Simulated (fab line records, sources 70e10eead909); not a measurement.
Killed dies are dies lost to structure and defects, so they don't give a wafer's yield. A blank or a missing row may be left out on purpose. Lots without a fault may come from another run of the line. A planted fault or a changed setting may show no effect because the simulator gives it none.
Which tool did it? | flow nand_harc | 21 lots, 63 wafers sampled, at 2 steps of a route of 1302

WHAT THE GAUGES READ, wafer by wafer
NHARC_P_CONTACT_INSPECT_27.
lot  | measured     | on                | raw_defect_count
L075 | day 6 16:00  | defect_inspect-02 | 230 177 197
L076 | day 6 17:28  | defect_inspect-01 | 288 212 257
L077 | day 7 11:57  | defect_inspect-02 | 361 580 360
L078 | day 7 17:45  | defect_inspect-02 | 232 684 245
L079 | day 8 06:04  | defect_inspect-02 | 297 270 345
L080 | day 8 13:11  | defect_inspect-01 | 356 264 265
L081 | day 8 23:01  | defect_inspect-01 | 431 298 638
L082 | day 9 10:34  | defect_inspect-01 | 540 420 389
L083 | day 10 06:37 | defect_inspect-02 | 154 326 305
L084 | day 10 11:01 | defect_inspect-02 | 370 409 313
L085 | day 10 13:59 | defect_inspect-01 | 132 153 163
L088 | day 12 03:34 | defect_inspect-02 | 270 379 269
L089 | day 12 05:08 | defect_inspect-01 | 380 474 464
L090 | day 12 19:03 | defect_inspect-01 | 275 145 346
L091 | day 13 08:46 | defect_inspect-02 | 201 337 477
L092 | day 13 14:41 | defect_inspect-02 | 271 372 488
L093 | day 14 05:26 | defect_inspect-02 | 806 466 512
L094 | day 14 11:05 | defect_inspect-01 | 322 411 248
L095 | day 14 20:56 | defect_inspect-02 | 231 337 221
L096 | day 15 05:23 | defect_inspect-02 | 232 137 210
L097 | day 15 18:38 | defect_inspect-02 | 361 409 303

WHICH TOOL RAN EACH LOT (tool, then ch and the chambers of the sampled wafers, then the start)
lot  | NHARC_P_CONTACT_ETCH_31
L075 | rie_diel-04 ch 1,2,3, day 6 16:00 or earlier
L076 | rie_diel-04 ch 0,1,3, day 6 17:28 or earlier
L077 | rie_diel-13 ch 1,2,3, day 7 11:57 or earlier
L078 | rie_diel-13 ch 1,2,3, day 7 17:45 or earlier
L079 | rie_diel-04 ch 1,2,3, day 8 06:04 or earlier
L080 | rie_diel-06 ch 0,2,3, day 8 13:11 or earlier
L081 | rie_diel-13 ch 1,2, day 8 23:01 or earlier
L082 | rie_diel-04 ch 0,2, day 9 08:11
L083 | rie_diel-13 ch 0,1,3, day 10 06:37 or earlier
L084 | rie_diel-04 ch 0,1, day 10 11:01 or earlier
L085 | rie_diel-13 ch 0,1,2, day 10 13:59 or earlier
L088 | rie_diel-13 ch 0,1, day 12 03:34 or earlier
L089 | rie_diel-04 ch 0,1,3, day 12 05:08 or earlier
L090 | rie_diel-04 ch 0,2,3, day 12 19:03 or earlier
L091 | rie_diel-06 ch 0,1,3, day 13 08:46 or earlier
L092 | rie_diel-06 ch 0,2, day 13 14:41 or earlier
L093 | rie_diel-13 ch 0,3, day 14 05:26 or earlier
L094 | rie_diel-04 ch 0,3, day 14 11:05 or earlier
L095 | rie_diel-04 ch 0,1, day 14 20:56 or earlier
L096 | rie_diel-04 ch 0,1,2, day 15 05:23 or earlier
L097 | rie_diel-13 ch 0,1,2, day 15 18:38 or earlier
- NHARC_P_CONTACT_ETCH_31: etches the open film in CH3F/O2, target depth 30 nm, time 85.7 s.

WHAT THE TOOLS THEMSELVES READ (means of the sampled wafers that have a number; where no wafer has one, the mark that the record gives instead)
NHARC_P_CONTACT_ETCH_31.
lot  | tool        | bias_w (W) | drypump_motor_current_A (A) | oes_product_au (a.u.) | rf_vpp_V (V) | showerhead_plenum_p_Torr (Torr) | throttle_valve_pct (%)
L075 | rie_diel-04 | 100.08     | 5.5                         | 0.976                 | 245.2        | 2.53                            | 20.660
L076 | rie_diel-04 | 99.96      | 5.2                         | 0.991                 | 245.2        | 2.52                            | 20.662
L077 | rie_diel-13 | 99.92      | 5.6                         | 0.976                 | 243.6        | 2.41                            | 20.659
L078 | rie_diel-13 | 99.99      | 5.6                         | 0.984                 | 243.7        | 2.41                            | 20.656
L079 | rie_diel-04 | 100.10     | 5.4                         | 0.990                 | 245.5        | 2.53                            | 20.666
L080 | rie_diel-06 | 100.26     | 5.4                         | 0.976                 | 244.7        | 2.48                            | 20.674
L081 | rie_diel-13 | 100.02     | 5.7                         | 0.977                 | 245.0        | 2.51                            | 20.653
L082 | rie_diel-04 | 100.10     | 5.4                         | 0.966                 | 245.4        | 2.51                            | 20.659
L083 | rie_diel-13 | 99.59      | 5.4                         | 0.985                 | 242.5        | 2.31                            | 20.665
L084 | rie_diel-04 | 99.84      | 5.2                         | 0.965                 | 245.4        | 2.57                            | 20.656
L085 | rie_diel-13 | 99.88      | 5.4                         | 0.973                 | 244.6        | 2.41                            | 20.653
L088 | rie_diel-13 | 100.26     | 5.6                         | 0.992                 | 241.7        | 2.30                            | 20.666
L089 | rie_diel-04 | 100.00     | 5.3                         | 0.964                 | 245.0        | 2.52                            | 20.662
L090 | rie_diel-04 | 100.19     | 5.3                         | 0.970                 | 244.6        | 2.48                            | 20.661
L091 | rie_diel-06 | 99.97      | 5.3                         | 0.957                 | 245.9        | 2.54                            | 20.662
L092 | rie_diel-06 | 99.82      | 5.3                         | 0.988                 | 244.2        | 2.44                            | 20.661
L093 | rie_diel-13 | 99.77      | 5.1                         | 0.991                 | 241.7        | 2.32                            | 20.662
L094 | rie_diel-04 | 100.27     | 5.4                         | 0.967                 | 245.6        | 2.46                            | 20.650
L095 | rie_diel-04 | 100.12     | 5.2                         | 0.966                 | 246.2        | 2.57                            | 20.661
L096 | rie_diel-04 | 99.86      | 5.3                         | 0.957                 | 246.3        | 2.54                            | 20.656
L097 | rie_diel-13 | 100.08     | 5.4                         | 0.983                 | 242.9        | 2.41                            | 20.668

THE ANSWER, worked out from the rows above alone
Rule: what is usual is taken from the lots themselves. Put in order of their means at a reading, lots are off if they are a third of the lots or fewer, leave a main group of 4 or more, and stand apart from it by a gap of 3 or more times the standard deviation of the main group's means; of several such gaps the widest counts. A main group whose means are all the same, to the digits that the tables above print for the reading, isn't used. A lot without any number at a reading at which 4 lots or more have one is off too. The other lots that the step has rows for count as sound. The gauges are gone through in route order, then the tools' own readings, and for those a lot's mean is taken as printed above. The first step at which some lot is off is used, and at that step the reading that is off furthest; a lot without a number counts as furthest.
No lot is off at any reading shown: from this, nothing can be told.

WHAT THE SIMULATOR HAD PUT IN
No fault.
